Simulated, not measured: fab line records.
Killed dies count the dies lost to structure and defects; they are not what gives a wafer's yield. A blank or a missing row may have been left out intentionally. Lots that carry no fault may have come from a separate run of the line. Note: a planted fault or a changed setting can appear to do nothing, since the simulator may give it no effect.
Split-lot trial    flow n5Finfet    39 wafers read from 7 lots, route of 1938 steps

== ON THE SPLIT ==
At N5_HKMG_FIN_ALD_72 (deposits W, target thk 2 nm, pulse time 1 s, purge time 2 s), the setting aldCycles was moved away from the recipe's 7 on 15 of the 39 wafers read, by -57.1% to +57.1%. For the rest of the wafers, this setting stayed at what the recipe calls for.

The split's own step is where the reading is taken.

== THE READING ==
W_of_HKMG_FIN_ALD_72.thkNm (the simulator's own value, which no gauge read), in nm, at N5_HKMG_FIN_ALD_72 (deposits W, target thk 2 nm, pulse time 1 s, purge time 2 s). The file does not state a usual value for it. Average 2.1 nm, standard deviation 0.12 nm, over the 24 wafers here run with the recipe.

wafer   tool, chamber at the split  aldCycles as run  against the recipe  W_of_HKMG_FIN_ALD_72.thkNm, nm  against lot-mates on the recipe
L078.1  cvdW-01, 0,1,0              7                 recipe              2                               -
L078.4  cvdW-01, 0,1,0              7                 recipe              2                               -
L078.6  cvdW-01, 0,1,0              7                 recipe              2                               -
L078.2  cvdW-01, 1                  9                 +28.6%              2.6                             +0.6
L078.5  cvdW-01, 1                  9                 +28.6%              2.6                             +0.6
L078.3  cvdW-01, 0                  9                 +28.6%              2.4                             +0.4
L084.2  cvdW-01, 0,1,0              7                 recipe              2.2                             -
L084.4  cvdW-01, 0,1,0              7                 recipe              2.2                             -
L084.5  cvdW-01, 0,1,0              7                 recipe              2.2                             -
L085.1  cvdW-01, 0                  7                 recipe              2                               -
L085.2  cvdW-01, 1                  7                 recipe              2.2                             -
L085.3  cvdW-01, 0                  3                 -57.1%              1                               -1.0
L085.4  cvdW-01, 1                  3                 -57.1%              0.8                             -1.2
L085.6  cvdW-01, 1                  3                 -57.1%              0.8                             -1.2
L085.5  cvdW-01, 0                  7                 recipe              1.8                             -
L087.1  cvdW-01, 0                  7                 recipe              2                               -
L087.2  cvdW-01, 1                  7                 recipe              2.2                             -
L087.6  cvdW-01, 1                  7                 recipe              2.2                             -
L087.3  cvdW-01, 0,1                10                +42.9%              2.8                             +0.7
L087.4  cvdW-01, 0,1                10                +42.9%              2.8                             +0.7
L087.5  cvdW-01, 0                  10                +42.9%              3                               +0.9
L089.1  cvdW-01, 0,1,0,0,1          7                 recipe              2.2                             -
L089.2  cvdW-01, 0,1,0,0,1          7                 recipe              2.2                             -
L089.3  cvdW-01, 0,1,0,0,1          7                 recipe              2.2                             -
L089.5  cvdW-01, 0,1,0,0,1          7                 recipe              2.2                             -
L089.6  cvdW-01, 0,1,0,0,1          7                 recipe              2.2                             -
L089.4  cvdW-01, 1                  7                 recipe              2                               -
L093.1  cvdW-02, 0                  7                 recipe              2.2                             -
L093.2  cvdW-02, 1                  11                +57.1%              3.2                             +1.1
L093.3  cvdW-02, 0                  11                +57.1%              3.4                             +1.3
L093.5  cvdW-02, 0                  11                +57.1%              3.4                             +1.3
L093.4  cvdW-02, 1                  7                 recipe              2                               -
L093.6  cvdW-02, 1                  7                 recipe              2                               -
L095.1  cvdW-02, 1                  4                 -42.9%              1                               -1.0
L095.3  cvdW-02, 1                  4                 -42.9%              1                               -1.0
L095.6  cvdW-02, 1                  4                 -42.9%              1                               -1.0
L095.2  cvdW-02, 0                  7                 recipe              2                               -
L095.4  cvdW-02, 0                  7                 recipe              2                               -
L095.5  cvdW-02, 0                  7                 recipe              2                               -
Where a row lists several chambers, the file gives one row for several wafers and doesn't say which wafer went through which chamber.

FIT RESULTS
A straight line over all 39 wafers: W_of_HKMG_FIN_ALD_72.thkNm changes by +0.0213 nm for each +1% of aldCycles; r = +0.98; the points scatter about the line by 0.13 nm.
The same after taking each lot's own level away (the mean of its wafers on the recipe; 39 wafers): +0.0206 nm for each +1%; r = +0.99; scatter 0.11 nm.
That fit puts the effect of the largest move of aldCycles on the reading at 1.2 nm.
The lots' own levels span 2.00 to 2.20 nm, that is 1.7 times the standard deviation above.
Hence the lot-to-lot level has little effect on the slope; both slopes agree.
Check: with one of the wafers moved furthest among these (-57.1%) left out of the fit, the line predicts -1.22 nm for it against its lot-mates. It came out at -1 nm against them.

== OTHER SPLITS APPLIED TO THESE WAFERS ==
Other splits were also applied to these wafers ahead of the reading. Each is held against what the fit with the lots' levels taken away leaves over:
other split on the same wafers  wafers away from the commonest value  r with W_of_HKMG_FIN_ALD_72.thkNm (lot level and that fit taken away)
N5_SD_EPI_N_DESCUM_14 timeS     9                                     +0.22

== FILE'S OWN FIT ==
W_of_HKMG_FIN_ALD_72.thkNm changes by +0.0206 nm for each +1% of aldCycles, r = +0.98.
